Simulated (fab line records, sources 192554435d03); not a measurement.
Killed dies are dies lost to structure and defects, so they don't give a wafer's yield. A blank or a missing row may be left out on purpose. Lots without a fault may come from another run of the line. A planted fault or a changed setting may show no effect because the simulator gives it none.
Which tool did it? | flow n5_finfet | 9 lots, 27 wafers sampled, at 6 steps of a route of 1938

WHAT THE GAUGES READ, wafer by wafer
N5_BEOL_M4_THK_MEAS_01.
lot  | measured     | on            | M4_ILD_THK (nm)
L385 | day 8 13:51  | film_metro-02 | 77.4 79.5 79.0
L394 | day 11 13:32 | film_metro-01 | 110.1 107.7 110.4
L396 | day 11 15:02 | film_metro-02 | 109.1 110.7 110.4
L397 | day 11 16:11 | film_metro-02 | 78.7 79.2 79.2
L401 | day 12 16:11 | film_metro-01 | 79.4 78.7 80.4
L403 | day 13 03:37 | film_metro-02 | 77.0 78.2 79.2
L402 | day 13 03:30 | film_metro-01 | 78.1 79.1 79.3
L405 | day 14 15:02 | film_metro-02 | 78.2 78.8 78.9
L407 | day 15 01:25 | film_metro-02 | 78.4 77.3 79.5

N5_BEOL_M4_RC_MEAS_101.
lot  | measured     | on        | DIBL_N (mV/V)  | DIBL_P (mV/V)  | IOFF_N (nA/um)    | IOFF_P (nA/um)    | ION_N (uA/um) | ION_P (uA/um) | SS_N (mV/dec)  | SS_P (mV/dec)  | VT_N (mV)         | VT_P (mV)
L385 | day 9 09:15  | prober-01 | 36.0 36.7 35.0 | 36.4 37.5 34.9 | 0.155 0.184 0.150 | 0.200 0.223 0.181 | 667 683 666   | 450 461 451   | 71.4 72.0 70.9 | 73.4 72.9 73.3 | 250.5 245.8 249.7 | -254 -250 -256
L397 | day 12 06:56 | prober-01 | 36.2 37.5 35.9 | 35.4 37.1 34.9 | 0.149 0.177 0.145 | 0.191 0.219 0.186 | 677 695 674   | 461 466 461   | 70.7 71.7 71.4 | 73.2 73.8 73.6 | 248.8 251.3 251.4 | -249 -248 -253
L401 | day 13 11:52 | prober-02 | 37.6 38.0 36.0 | 36.6 37.1 34.8 | 0.173 0.187 0.149 | 0.171 0.183 0.158 | 673 680 673   | 447 453 451   | 71.0 72.1 71.1 | 73.9 73.8 73.6 | 248.9 248.6 251.8 | -255 -259 -258
L403 | day 13 18:54 | prober-02 | 36.7 35.1 36.9 | 35.8 34.5 36.0 | 0.169 0.149 0.172 | 0.236 0.217 0.234 | 681 677 684   | 468 469 468   | 71.6 71.0 72.2 | 72.7 73.1 72.9 | 248.6 249.2 246.8 | -248 -249 -248
L402 | day 13 16:56 | prober-01 | 36.6 38.3 38.3 | 36.3 37.9 38.0 | 0.168 0.202 0.201 | 0.195 0.221 0.219 | 676 680 678   | 460 467 461   | 71.5 71.9 72.1 | 73.1 73.3 73.6 | 247.7 247.3 246.5 | -249 -250 -249
L405 | day 15 03:05 | prober-02 | 35.1 35.8 36.7 | 35.8 37.0 37.9 | 0.150 0.165 0.179 | 0.162 0.175 0.186 | 672 675 685   | 450 447 456   | 71.7 71.1 71.0 | 73.1 73.6 74.1 | 249.1 247.9 247.0 | -257 -255 -256
L407 | day 15 13:02 | prober-02 | 35.9 36.3 37.0 | 36.9 37.3 38.6 | 0.140 0.143 0.157 | 0.171 0.179 0.190 | 673 675 675   | 455 460 461   | 70.7 71.4 71.6 | 72.8 72.9 72.7 | 255.4 252.2 250.8 | -252 -253 -252

WHICH TOOL RAN EACH LOT (tool, then ch and the chambers of the sampled wafers, then the start)
lot  | N5_BEOL_M3_SPUTTER_96        | N5_BEOL_M3_CMP_52             | N5_BEOL_M3_PRE_CLEAN_60          | N5_BEOL_M4_ILD_DEP_00
L385 | pvd_sputter-02, day 8 12:38  | cmp-01 ch 0,2, day 8 13:10    | cvd_co-01 ch 1,2, day 8 13:30    | pecvd-02 ch 1,2, day 8 13:47
L394 | pvd_sputter-02, day 11 09:13 | cmp-02 ch 1,2, day 11 12:37   | cvd_co-02 ch 0,2, day 11 13:11   | pecvd-02 ch 0,1, day 11 13:28
L396 | pvd_sputter-01, day 11 13:47 | cmp-01 ch 0,1,3, day 11 14:19 | cvd_co-02 ch 0,1,2, day 11 14:39 | pecvd-02 ch 0,2, day 11 14:58
L397 | pvd_sputter-02, day 11 14:29 | cmp-01 ch 0,2,3, day 11 15:20 | cvd_co-02 ch 0,1,2, day 11 15:50 | pecvd-01 ch 0,1,2, day 11 16:08
L401 | pvd_sputter-03, day 12 14:57 | cmp-01 ch 0,2,3, day 12 15:26 | cvd_co-02 ch 0,1, day 12 15:47   | pecvd-04 ch 0,1,2, day 12 16:07
L403 | pvd_sputter-01, day 13 00:08 | cmp-02 ch 0,2,3, day 13 02:41 | cvd_co-02 ch 1,2, day 13 03:15   | pecvd-01 ch 1,2, day 13 03:33
L402 | pvd_sputter-01, day 13 01:59 | cmp-01 ch 0,2,3, day 13 02:35 | cvd_co-02 ch 0,2, day 13 03:08   | pecvd-01 ch 0,1,2, day 13 03:26
L405 | pvd_sputter-03, day 14 13:52 | cmp-01 ch 1,2, day 14 14:22   | cvd_co-01 ch 0,1, day 14 14:41   | pecvd-01 ch 0,1,2, day 14 14:59
L407 | pvd_sputter-01, day 15 00:10 | cmp-04 ch 1,2,3, day 15 00:40 | cvd_co-02 ch 0,2, day 15 01:00   | pecvd-04 ch 0,1,2, day 15 01:20
- N5_BEOL_M3_SPUTTER_96: material Cu, target thk 4.5 nm, time 8.29 s.
- N5_BEOL_M3_CMP_52: polishes, stops on SiOC, t overpolish 6.8 s, target thk 40 nm.
- N5_BEOL_M3_PRE_CLEAN_60: time 15 s.
- N5_BEOL_M4_ILD_DEP_00: deposits SiOC from DEMS/O2, target thk 79 nm, time 15.3 s.

WHAT THE TOOLS THEMSELVES READ (means of the sampled wafers that have a number; where no wafer has one, the mark that the record gives instead)
N5_BEOL_M3_SPUTTER_96.
lot  | tool           | chuck_gas_flow_sccm (sccm) | throttle_valve_pct (%)
L385 | pvd_sputter-02 | 1.26                       | 30.2
L394 | pvd_sputter-02 | 1.27                       | 30.2
L396 | pvd_sputter-01 | 1.23                       | 31.1
L397 | pvd_sputter-02 | 1.24                       | 30.0
L401 | pvd_sputter-03 | 1.28                       | 30.2
L403 | pvd_sputter-01 | 1.26                       | 31.0
L402 | pvd_sputter-01 | 1.23                       | 31.3
L405 | pvd_sputter-03 | 1.28                       | 30.2
L407 | pvd_sputter-01 | 1.29                       | 30.8

N5_BEOL_M3_CMP_52.
lot  | tool   | barrier_field_endpoint_s (s) | edge_zone_pressure_frac | motor_current_A (A) | overpolish_run_s (s) | time_to_endpoint_s (s)
L385 | cmp-01 | 25.1                         | 0.997                   | 5.1                 | 6.793                | 67.6
L394 | cmp-02 | 24.1                         | 1.001                   | 6.3                 | 6.807                | 62.2
L396 | cmp-01 | 24.6                         | 0.999                   | 5.9                 | 6.804                | 62.1
L397 | cmp-01 | 24.8                         | 1.005                   | 5.4                 | 6.798                | 66.4
L401 | cmp-01 | 24.6                         | 0.996                   | 5.3                 | 6.795                | 62.3
L403 | cmp-02 | 24.8                         | 1.000                   | 5.9                 | 6.800                | 60.6
L402 | cmp-01 | 24.8                         | 1.002                   | 5.3                 | 6.803                | 64.7
L405 | cmp-01 | 24.4                         | 1.007                   | 5.8                 | 6.798                | 63.2
L407 | cmp-04 | 25.3                         | 0.999                   | 5.9                 | 6.797                | 62.8

N5_BEOL_M3_PRE_CLEAN_60.
lot  | tool      | heater_power_w (W) | rf_fwd_power_W (W)
L385 | cvd_co-01 | 74                 | 298.2
L394 | cvd_co-02 | 94                 | 294.0
L396 | cvd_co-02 | 77                 | 295.3
L397 | cvd_co-02 | 77                 | 295.2
L401 | cvd_co-02 | 82                 | 297.5
L403 | cvd_co-02 | 63                 | 297.0
L402 | cvd_co-02 | 92                 | 295.1
L405 | cvd_co-01 | 79                 | 298.0
L407 | cvd_co-02 | 93                 | 294.8

N5_BEOL_M4_ILD_DEP_00.
lot  | tool     | heater_power_w (W) | rf_fwd_power_W (W) | showerhead_plenum_p_Torr (Torr) | throttle_valve_pct (%)
L385 | pecvd-02 | 430                | 490.2              | 5.691                           | 11.7
L394 | pecvd-02 | 461                | 494.6              | 5.688                           | 11.5
L396 | pecvd-02 | 445                | 489.4              | 5.692                           | 11.7
L397 | pecvd-01 | 446                | 495.5              | 5.695                           | 12.3
L401 | pecvd-04 | 468                | 495.5              | 5.688                           | 12.0
L403 | pecvd-01 | 482                | 493.6              | 5.690                           | 12.9
L402 | pecvd-01 | 469                | 496.0              | 5.696                           | 12.2
L405 | pecvd-01 | 473                | 493.7              | 5.695                           | 12.3
L407 | pecvd-04 | 468                | 495.0              | 5.698                           | 12.1

THE ANSWER, worked out from the rows above alone
Rule: what is usual is taken from the lots themselves. Put in order of their means at a reading, lots are off if they are a third of the lots or fewer, leave a main group of 4 or more, and stand apart from it by a gap of 3 or more times the standard deviation of the main group's means; of several such gaps the widest counts. A main group whose means are all the same, to the digits that the tables above print for the reading, isn't used. A lot without any number at a reading at which 4 lots or more have one is off too. The other lots that the step has rows for count as sound. The gauges are gone through in route order, then the tools' own readings, and for those a lot's mean is taken as printed above. The first step at which some lot is off is used, and at that step the reading that is off furthest; a lot without a number counts as furthest.
Off: L394, L396, at N5_BEOL_M4_THK_MEAS_01 (M4_ILD_THK). The main group: mean 78.7 nm, standard deviation 0.41.
A tool fits if, at a process step before that reading, it ran every lot that is off, and no sound lot after the first of them. The gauges at N5_BEOL_M4_THK_MEAS_01 are tried like those tools. One fits: pecvd-02 at N5_BEOL_M4_ILD_DEP_00. Its last sound lot is L385 (day 8 13:47), its first lot that is off L394 (day 11 13:28): a fault that began between those two fits.

WHAT THE SIMULATOR HAD PUT IN
Process parameter drift: pecvd-02, from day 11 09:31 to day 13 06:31, at N5_BEOL_M4_ILD_DEP_00. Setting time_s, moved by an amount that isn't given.
Lots struck among those shown: L394, L396. The rule above found the same.
